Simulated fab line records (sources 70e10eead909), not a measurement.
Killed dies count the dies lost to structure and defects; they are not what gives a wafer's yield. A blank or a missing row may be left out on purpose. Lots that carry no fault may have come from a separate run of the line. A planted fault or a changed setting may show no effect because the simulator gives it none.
Which of the tools did it? + flow nand harc + 38 wafers from 13 lots sampled at 5 of the route's 1302 steps

WHAT EACH GAUGE READ, for each wafer
NHARC_END_SORT_01. Usual: defect limited yield 90 %, standard deviation 3.3; killed at array 61, standard deviation 22; killed at other 0.8, standard deviation 1; killed at periphery 3.8, standard deviation 2.3; killed dies 66, standard deviation 22; killed open 3.2, standard deviation 1.9; killed short 2.8, standard deviation 1.8.
| lot  | measured     | on        | defect limited yield (%) | killed at array | killed at other | killed at periphery | killed dies | killed open | killed short | flag |
|------|--------------|-----------|--------------------------|-----------------|-----------------|---------------------|-------------|-------------|--------------|------|
| L214 | day 26 09:17 | prober-02 | 90 89 87                 | 66 72 81        | 0 0 0           | 1 4 5               | 67 76 86    | 1 2 2       | 3 3 1        |      |
| L217 | day 27 16:17 | prober-02 | 94 94 95                 | 33 39 29        | 2 2 1           | 4 3 2               | 39 44 32    | 4 2 5       | 3 4 1        |      |

WHICH TOOL RAN EACH LOT (tool, then ch and the chambers of the sampled wafers, then the start)
| lot  | NHARC_P_M0_ETCH_34                 | NHARC_P_M0_PRE_CLEAN_29                 | NHARC_P_M0_DEP_32               | NHARC_P_M1_SOFTBAKE_04            |
|------|------------------------------------|-----------------------------------------|---------------------------------|-----------------------------------|
| L212 | rie diel-08 ch 0,1,2, day 6 18:24  | pvd sputter-01, day 6 21:05 or earlier  | pecvd-03 ch 0,1, day 6 21:05    | litho track-04 ch 0, day 6 21:00  |
| L213 | rie diel-08 ch 2,3, day 7 12:40    | pvd sputter-01, day 7 15:12 or earlier  | pecvd-03 ch 0,2, day 7 15:12    | litho track-06 ch 0, day 7 16:00  |
| L214 | rie diel-08 ch 0,1,2, day 8 02:52  | pvd sputter-01, day 8 05:31 or earlier  | pecvd-01 ch 1,2, day 8 05:31    | litho track-01 ch 0, day 8 06:00  |
| L216 | rie diel-08 ch 1,2,3, day 8 14:41  | pvd sputter-01, day 8 17:30 or earlier  | pecvd-01 ch 0,1, day 8 17:30    | litho track-06 ch 0, day 8 18:00  |
| L217 | rie diel-01 ch 0,1,3, day 9 00:23  | pvd sputter-02, day 9 03:00 or earlier  | pecvd-01 ch 0,1,2, day 9 03:00  | litho track-04 ch 0, day 9 04:00  |
| L220 | rie diel-08 ch 1,2,3, day 10 06:18 | pvd sputter-03, day 10 08:58 or earlier | pecvd-04 ch 0,1,2, day 10 08:58 | litho track-04 ch 0, day 10 09:00 |
| L221 | rie diel-08 ch 1,2,3, day 10 16:27 | pvd sputter-03, day 10 19:02 or earlier | pecvd-01 ch 1,2, day 10 19:02   | litho track-01 ch 0, day 10 19:00 |
| L222 | rie diel-08 ch 0,3, day 10 20:13   | pvd sputter-02, day 10 22:50 or earlier | pecvd-03 ch 0,1,2, day 10 22:50 | litho track-06 ch 0, day 10 23:00 |
| L224 | rie diel-01 ch 2,3, day 12 03:34   | pvd sputter-03, day 12 06:11 or earlier | pecvd-03 ch 0,1, day 12 06:11   | litho track-01 ch 0, day 12 06:00 |
| L229 | rie diel-08 ch 1,3, day 14 01:20   | pvd sputter-02, day 14 03:58 or earlier | pecvd-03 ch 1, day 14 03:58     | litho track-01 ch 0, day 14 04:00 |
| L230 | rie diel-08 ch 0,3, day 14 09:09   | pvd sputter-03, day 14 11:55 or earlier | pecvd-04 ch 0,1,2, day 14 11:55 | litho track-01 ch 0, day 14 12:00 |
| L232 | rie diel-08 ch 0,2,3, day 15 08:27 | pvd sputter-02, day 15 11:08 or earlier | pecvd-01 ch 0,1,2, day 15 11:08 | litho track-06 ch 0, day 15 12:00 |
| L233 | rie diel-08 ch 1,3, day 15 19:18   | pvd sputter-02, day 15 21:52 or earlier | pecvd-01 ch 0,2, day 15 21:52   | litho track-04 ch 0, day 15 22:00 |
- NHARC_P_M0_ETCH_34: etches the open film in N2/H2, target depth 40 nm, overetch 12 nm, time 43.94 s.
- NHARC_P_M0_PRE_CLEAN_29: time 30 s.
- NHARC_P_M0_DEP_32: deposits SiCN, target thk 30 nm.
- NHARC_P_M1_SOFTBAKE_04: time 55 s.

AS READ BY THE TOOLS THEMSELVES (means over the sampled wafers that have a number; for cases with no such wafer, the mark the record gives instead)
NHARC_P_M0_ETCH_34. Usual: drypump motor current A 5.66 A, standard deviation 0.29; mfc ar sccm 0.013 sccm, standard deviation 0.013; oes product au 1.002 a.u., standard deviation 0.0091; rf vpp V 431.6 V, standard deviation 2.5; showerhead plenum p Torr 2.08 Torr, standard deviation 0.087; throttle valve pct 14.172 %, standard deviation 0.0096.
| lot  | tool        | drypump motor current A (A) | mfc ar sccm (sccm) | oes product au (a.u.) | rf vpp V (V) | showerhead plenum p Torr (Torr) | throttle valve pct (%) | flag |
|------|-------------|-----------------------------|--------------------|-----------------------|--------------|---------------------------------|------------------------|------|
| L212 | rie diel-08 | 5.68                        | 0.006              | 1.010                 | 432.2        | 2.07                            | 14.174                 |      |
| L213 | rie diel-08 | 5.50                        | 0.026              | 1.002                 | 434.8        | 2.17                            | 14.173                 |      |
| L214 | rie diel-08 | 5.69                        | 0.006              | 1.006                 | 431.1        | 2.07                            | 14.177                 |      |
| L216 | rie diel-08 | 5.66                        | 0.016              | 1.006                 | 432.4        | 2.12                            | 14.180                 |      |
| L217 | rie diel-01 | 5.58                        | 0.010              | 0.991                 | 428.5        | 1.95                            | 14.169                 |      |
| L220 | rie diel-08 | 5.66                        | 0.016              | 1.005                 | 433.1        | 2.12                            | 14.169                 |      |
| L221 | rie diel-08 | 5.68                        | 0.016              | 1.005                 | 433.5        | 2.12                            | 14.166                 |      |
| L222 | rie diel-08 | 5.60                        | 0.020              | 1.008                 | 432.9        | 2.12                            | 14.172                 |      |
| L224 | rie diel-01 | 5.96                        | 0.022              | 1.008                 | 430.0        | 2.04                            | 14.169                 |      |
| L229 | rie diel-08 | 5.87                        | 0.015              | 1.006                 | 430.4        | 2.09                            | 14.180                 |      |
| L230 | rie diel-08 | 5.60                        | 0.020              | 0.996                 | 431.5        | 2.12                            | 14.179                 |      |
| L232 | rie diel-08 | 5.51                        | 0.016              | 0.997                 | 433.3        | 2.12                            | 14.176                 |      |
| L233 | rie diel-08 | 5.94                        | 0.010              | 1.000                 | 431.2        | 2.06                            | 14.168                 |      |

NHARC_P_M0_PRE_CLEAN_29. Usual: heater power w at 401 W, with a standard deviation of 39.
| lot  | tool           | heater power w (W) | flag |
|------|----------------|--------------------|------|
| L212 | pvd sputter-01 | 427                |      |
| L213 | pvd sputter-01 | 422                |      |
| L214 | pvd sputter-01 | 425                |      |
| L216 | pvd sputter-01 | 415                |      |
| L217 | pvd sputter-02 | 371                |      |
| L220 | pvd sputter-03 | 427                |      |
| L221 | pvd sputter-03 | 444                |      |
| L222 | pvd sputter-02 | 371                |      |
| L224 | pvd sputter-03 | 400                |      |
| L229 | pvd sputter-02 | 444                |      |
| L230 | pvd sputter-03 | 418                |      |
| L232 | pvd sputter-02 | 401                |      |
| L233 | pvd sputter-02 | 400                |      |

NHARC_P_M0_DEP_32. Usual: heater power w at 561 W, with a standard deviation of 63.
| lot  | tool     | heater power w (W) | flag |
|------|----------|--------------------|------|
| L212 | pecvd-03 | 556                |      |
| L213 | pecvd-03 | 527                |      |
| L214 | pecvd-01 | 530                |      |
| L216 | pecvd-01 | 487                |      |
| L217 | pecvd-01 | 536                |      |
| L220 | pecvd-04 | 544                |      |
| L221 | pecvd-01 | 545                |      |
| L222 | pecvd-03 | 623                |      |
| L224 | pecvd-03 | 596                |      |
| L229 | pecvd-03 | 690                |      |
| L230 | pecvd-04 | 545                |      |
| L232 | pecvd-01 | 515                |      |
| L233 | pecvd-01 | 534                |      |

NHARC_P_M1_SOFTBAKE_04. Usual: chill plate temp C 22.99 C, standard deviation 0.093; heater power total W 188.45 W, standard deviation 0.14.
| lot  | tool           | chill plate temp C (C) | heater power total W (W) | flag |
|------|----------------|------------------------|--------------------------|------|
| L212 | litho track-04 | 22.92                  | 188.39                   |      |
| L213 | litho track-06 | 22.97                  | 188.31                   |      |
| L214 | litho track-01 | 23.04                  | 188.52                   |      |
| L216 | litho track-06 | 22.97                  | 188.61                   |      |
| L217 | litho track-04 | 23.04                  | 188.55                   |      |
| L220 | litho track-04 | 22.94                  | 188.52                   |      |
| L221 | litho track-01 | 22.99                  | 188.45                   |      |
| L222 | litho track-06 | 22.90                  | 188.48                   |      |
| L224 | litho track-01 | 22.96                  | 188.48                   |      |
| L229 | litho track-01 | 22.89                  | 178.77                   | OFF  |
| L230 | litho track-01 | 22.98                  | 178.79                   | OFF  |
| L232 | litho track-06 | 22.99                  | 188.35                   |      |
| L233 | litho track-04 | 23.07                  | 188.39                   |      |

THE ANSWER, worked out from the rows above alone
Rule: lot off if the mean of its wafers having a number is beyond 3 standard deviations from the usual mean. A lot without any number at a reading at which 4 lots or more have one is off too. All remaining lots with rows at the step are treated as sound. Order of review: gauges by route order, followed by the tools' own readings, for which a lot's mean as printed above is used. The first step at which some lot is off is used, and at that step the reading that is off furthest; a lot without a number counts as furthest.
Off: L229, L230, at NHARC_P_M1_SOFTBAKE_04 (heater power total W).
A tool fits if, at that step or a process step before it, it ran every lot that is off, and no sound lot after the first of them. NHARC_P_M0_PRE_CLEAN_29 gives no start for some lots, so the hours and the order of its lots are those of NHARC_P_M0_DEP_32. One fits: litho track-01 at NHARC_P_M1_SOFTBAKE_04. A fault onset in the window from L224 (day 12 06:00, its last sound lot) to L229 (day 14 04:00, its first lot off) fits.
The tool's own readings at NHARC_P_M1_SOFTBAKE_04 bear it out: on the lots that are off they differ by more than 5 times the standard deviation of the sound lots' means. heater power total W reads 178.78 W there against 188.46 W on the sound lots.

WHAT THE SIMULATOR HAD INSERTED
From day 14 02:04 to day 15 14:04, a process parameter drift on litho track-01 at NHARC_P_M1_SOFTBAKE_04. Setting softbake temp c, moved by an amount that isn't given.
Lots struck among those shown: L229, L230. The rule given above showed the same thing.
